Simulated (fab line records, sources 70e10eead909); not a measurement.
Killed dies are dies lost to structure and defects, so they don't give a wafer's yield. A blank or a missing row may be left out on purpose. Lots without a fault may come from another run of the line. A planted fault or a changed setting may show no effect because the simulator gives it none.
Problem report in the 8D (eight disciplines) form, filled by code | flow nand_harc | the parts of the form that need people (team, actions taken, sign-off) are left out

1. THE PROBLEM
run_length_s at NHARC_P_M0_ETCH_34 reads a mean of 55.1 s on 5 wafers of 3 lots; wafers without a fault read 65.3 s with a standard deviation of 0.39. That is -26 standard deviations from the usual mean.
The step: etches the open film in N2/H2, target depth 40 nm, overetch 12 nm, time 43.94 s.
First seen on wafer L109.3, day 7 09:12, on rie_diel-03. The record holds 37 wafers of 13 lots with a number at this step. Rule for "out", or "out of limits": more than 4 standard deviations from the usual mean. The other wafers with a number count as sound.

2. WHAT IT IS AND WHAT IT IS NOT
question                    | is                                     | is not
which readings at this step | run_length_s                           | drypump_motor_current_A, oes_product_au, rf_vpp_V, showerhead_plenum_p_Torr, throttle_valve_pct
which lots                  | L109, L110, L111                       | L103, L104, L107, L108, L120, L121, L122, L123, L124, L125
which wafers of those lots  | L109.3, L109.6, L110.6, L111.3, L111.6 | L110.1, L110.2
read on which tools         | rie_diel-03                            | rie_diel-05, rie_diel-12
when                        | from day 7 09:12                       | up to then (12 sound wafers); but 20 sound wafers of L110, L120, L121, L122, L123, L124, L125 came after

3. SUSPECTS, AND WHAT RULES EACH OUT
Counting: a tool at a process step up to the reading stays a suspect if it ran every lot that is out. Sound lots after the first of them don't rule it out here, since some wafers of a struck lot are sound.
- rie_diel-03 at NHARC_P_M0_ETCH_34 (etches the open film in N2/H2, target depth 40 nm, overetch 12 nm, time 43.94 s): kept. It ran every lot that is out, first L109 (day 7 09:12); its last sound lot up to then is L108 (day 7 04:26). Its own readings are out on those wafers: run_length_s.
Left after counting: rie_diel-03 at NHARC_P_M0_ETCH_34.

4. THE CAUSE (what the simulator had put in)
Process parameter drift: rie_diel-03, from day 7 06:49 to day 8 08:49, at NHARC_P_M0_ETCH_34. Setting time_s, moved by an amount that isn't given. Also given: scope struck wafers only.
Counting left only this tool.

5. THE CHAIN OF EFFECTS, in route order
Each row: a reading whose mean over the struck wafers that have a number lies more than 3 standard deviations from the usual. Only readings for which the record gives a usual standard deviation are gone through. hours: the time from each lot's start at the first step in this table that gives one to its start at this step, as a median over the lots. sigmas: the change in usual standard deviations.
hours | step               | reading      | usual  | on struck wafers | change | sigmas
0     | NHARC_P_M0_ETCH_34 | run_length_s | 65.3 s | 55.1             | -10.2  | -26
The process steps in it:
- NHARC_P_M0_ETCH_34: etches the open film in N2/H2, target depth 40 nm, overetch 12 nm, time 43.94 s.
Later measuring or inspecting steps at which every struck wafer that the step has a row for has a number for every such reading, and none has moved that far: NHARC_END_SORT_01.

6. WHAT WOULD HAVE CAUGHT IT SOONER
In this record the first reading out of limits was taken at day 7 09:12, 2 hours after the fault began at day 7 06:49.
